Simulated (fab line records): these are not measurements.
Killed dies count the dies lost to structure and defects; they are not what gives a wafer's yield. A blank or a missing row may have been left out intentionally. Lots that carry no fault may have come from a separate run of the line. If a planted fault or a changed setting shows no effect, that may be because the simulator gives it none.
Lot-split experiment / flow n5Finfet / route with 1938 steps; 7 lots, 21 wafers read

ABOUT THE SPLIT
At N5_BEOL_M10_COAT_63 (time 60 s, resist thk 100 nm), the setting spinRpm was moved away from the recipe's 1500 rpm on 4 of the 21 wafers read, by -9.0% to +6.4%. For the rest of the wafers, this setting stayed at what the recipe calls for.

The reading comes from the split's own step.

THE READING
SOC_of_BEOL_M10_COAT_63.thkNm (the simulator's own value, which no gauge read), in nm, at N5_BEOL_M10_COAT_63 (time 60 s, resist thk 100 nm). The file does not state a usual value for it. Across the 17 wafers here that went through the recipe, the average is 100.2 nm and the standard deviation 0.22 nm.

wafer=L079.1; tool, chamber at the split=lithoTrack-05, 0; spinRpm as run, rpm=1556; against the recipe=+3.7%; SOC_of_BEOL_M10_COAT_63.thkNm, nm=98; against lot-mates on the recipe=-1.8
wafer=L079.4; tool, chamber at the split=lithoTrack-05, 0; spinRpm as run, rpm=1500; against the recipe=recipe; SOC_of_BEOL_M10_COAT_63.thkNm, nm=99.8; against lot-mates on the recipe=-
wafer=L079.6; tool, chamber at the split=lithoTrack-05, 0; spinRpm as run, rpm=1500; against the recipe=recipe; SOC_of_BEOL_M10_COAT_63.thkNm, nm=99.8; against lot-mates on the recipe=-
wafer=L080.1; tool, chamber at the split=lithoTrack-03, 0; spinRpm as run, rpm=1500; against the recipe=recipe; SOC_of_BEOL_M10_COAT_63.thkNm, nm=100.4; against lot-mates on the recipe=-
wafer=L080.5; tool, chamber at the split=lithoTrack-03, 0; spinRpm as run, rpm=1500; against the recipe=recipe; SOC_of_BEOL_M10_COAT_63.thkNm, nm=100.6; against lot-mates on the recipe=-
wafer=L080.6; tool, chamber at the split=lithoTrack-03, 0; spinRpm as run, rpm=1500; against the recipe=recipe; SOC_of_BEOL_M10_COAT_63.thkNm, nm=100.2; against lot-mates on the recipe=-
wafer=L082.1; tool, chamber at the split=lithoTrack-04, 0; spinRpm as run, rpm=1500; against the recipe=recipe; SOC_of_BEOL_M10_COAT_63.thkNm, nm=100.4; against lot-mates on the recipe=-
wafer=L082.2; tool, chamber at the split=lithoTrack-04, 0; spinRpm as run, rpm=1500; against the recipe=recipe; SOC_of_BEOL_M10_COAT_63.thkNm, nm=100.4; against lot-mates on the recipe=-
wafer=L082.6; tool, chamber at the split=lithoTrack-04, 0; spinRpm as run, rpm=1500; against the recipe=recipe; SOC_of_BEOL_M10_COAT_63.thkNm, nm=100.4; against lot-mates on the recipe=-
wafer=L084.2; tool, chamber at the split=lithoTrack-03, 0; spinRpm as run, rpm=1500; against the recipe=recipe; SOC_of_BEOL_M10_COAT_63.thkNm, nm=100.4; against lot-mates on the recipe=-
wafer=L084.3; tool, chamber at the split=lithoTrack-03, 0; spinRpm as run, rpm=1500; against the recipe=recipe; SOC_of_BEOL_M10_COAT_63.thkNm, nm=100.2; against lot-mates on the recipe=-
wafer=L084.4; tool, chamber at the split=lithoTrack-03, 0; spinRpm as run, rpm=1500; against the recipe=recipe; SOC_of_BEOL_M10_COAT_63.thkNm, nm=100.2; against lot-mates on the recipe=-
wafer=L089.3; tool, chamber at the split=lithoTrack-04, 0; spinRpm as run, rpm=1500; against the recipe=recipe; SOC_of_BEOL_M10_COAT_63.thkNm, nm=100.2; against lot-mates on the recipe=-
wafer=L089.4; tool, chamber at the split=lithoTrack-04, 0; spinRpm as run, rpm=1365; against the recipe=-9.0%; SOC_of_BEOL_M10_COAT_63.thkNm, nm=104.8; against lot-mates on the recipe=+4.6
wafer=L089.5; tool, chamber at the split=lithoTrack-04, 0; spinRpm as run, rpm=1365; against the recipe=-9.0%; SOC_of_BEOL_M10_COAT_63.thkNm, nm=104.8; against lot-mates on the recipe=+4.6
wafer=L087.1; tool, chamber at the split=lithoTrack-03, 0; spinRpm as run, rpm=1500; against the recipe=recipe; SOC_of_BEOL_M10_COAT_63.thkNm, nm=100; against lot-mates on the recipe=-
wafer=L087.6; tool, chamber at the split=lithoTrack-03, 0; spinRpm as run, rpm=1500; against the recipe=recipe; SOC_of_BEOL_M10_COAT_63.thkNm, nm=100; against lot-mates on the recipe=-
wafer=L087.4; tool, chamber at the split=lithoTrack-03, 0; spinRpm as run, rpm=1500; against the recipe=recipe; SOC_of_BEOL_M10_COAT_63.thkNm, nm=100.2; against lot-mates on the recipe=-
wafer=L095.1; tool, chamber at the split=lithoTrack-04, 0; spinRpm as run, rpm=1596; against the recipe=+6.4%; SOC_of_BEOL_M10_COAT_63.thkNm, nm=97.6; against lot-mates on the recipe=-2.8
wafer=L095.3; tool, chamber at the split=lithoTrack-04, 0; spinRpm as run, rpm=1500; against the recipe=recipe; SOC_of_BEOL_M10_COAT_63.thkNm, nm=100.4; against lot-mates on the recipe=-
wafer=L095.6; tool, chamber at the split=lithoTrack-04, 0; spinRpm as run, rpm=1500; against the recipe=recipe; SOC_of_BEOL_M10_COAT_63.thkNm, nm=100.4; against lot-mates on the recipe=-

FIT RESULTS
A straight line over all 21 wafers: SOC_of_BEOL_M10_COAT_63.thkNm changes by -0.494 nm for each +1% of spinRpm; r = -0.99; the points scatter about the line by 0.26 nm.
The same after taking each lot's own level away (the mean of its wafers on the recipe; 21 wafers): -0.494 nm for each +1%; r = -1.00; scatter 0.12 nm.
Per that fit: largest spinRpm move, reading shift of 4.4 nm.
The lots' own levels span 99.80 to 100.40 nm, that is 2.7 times the standard deviation above.
Hence the lot-to-lot level has little effect on the slope; both slopes agree.
Check: for one of the wafers moved furthest among these (-9.0%), held out of the fit, the line's prediction against its lot-mates is +4.4 nm. It came out at +4.6 nm against them.

OTHER SPLITS ON THESE WAFERS
These wafers also went through other splits before the reading. Each is held against what the fit with the lots' levels taken away leaves over:
other split on the same wafers=N5_BEOL_M5_TRENCH_ETCH_37 sourceW; wafers away from the commonest value=7; r with SOC_of_BEOL_M10_COAT_63.thkNm (lot level and that fit taken away)=+0.26
other split on the same wafers=N5_BEOL_M6_COAT_05 spinRpm; wafers away from the commonest value=7; r with SOC_of_BEOL_M10_COAT_63.thkNm (lot level and that fit taken away)=+0.10
other split on the same wafers=N5_BEOL_M7_ETCH_61 sourceW; wafers away from the commonest value=5; r with SOC_of_BEOL_M10_COAT_63.thkNm (lot level and that fit taken away)=-0.09
other split on the same wafers=N5_BEOL_M7_COAT_71 spinRpm; wafers away from the commonest value=6; r with SOC_of_BEOL_M10_COAT_63.thkNm (lot level and that fit taken away)=-0.05
other split on the same wafers=N5_BEOL_M8_ETCH_62 biasW; wafers away from the commonest value=8; r with SOC_of_BEOL_M10_COAT_63.thkNm (lot level and that fit taken away)=-0.09
other split on the same wafers=N5_BEOL_M9_HM_DEP_02 targetThkA; wafers away from the commonest value=4; r with SOC_of_BEOL_M10_COAT_63.thkNm (lot level and that fit taken away)=+0.10
other split on the same wafers=N5_BEOL_M9_DESCUM_16 timeS; wafers away from the commonest value=7; r with SOC_of_BEOL_M10_COAT_63.thkNm (lot level and that fit taken away)=+0.24
other split on the same wafers=N5_BEOL_M9_ETCH_66 timeS; wafers away from the commonest value=5; r with SOC_of_BEOL_M10_COAT_63.thkNm (lot level and that fit taken away)=-0.19
other split on the same wafers=N5_BEOL_M9_TRENCH_ETCH_37 biasW; wafers away from the commonest value=8; r with SOC_of_BEOL_M10_COAT_63.thkNm (lot level and that fit taken away)=+0.12

FILE'S OWN FIT
SOC_of_BEOL_M10_COAT_63.thkNm changes by -0.486 nm for each +1% of spinRpm, r = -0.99.
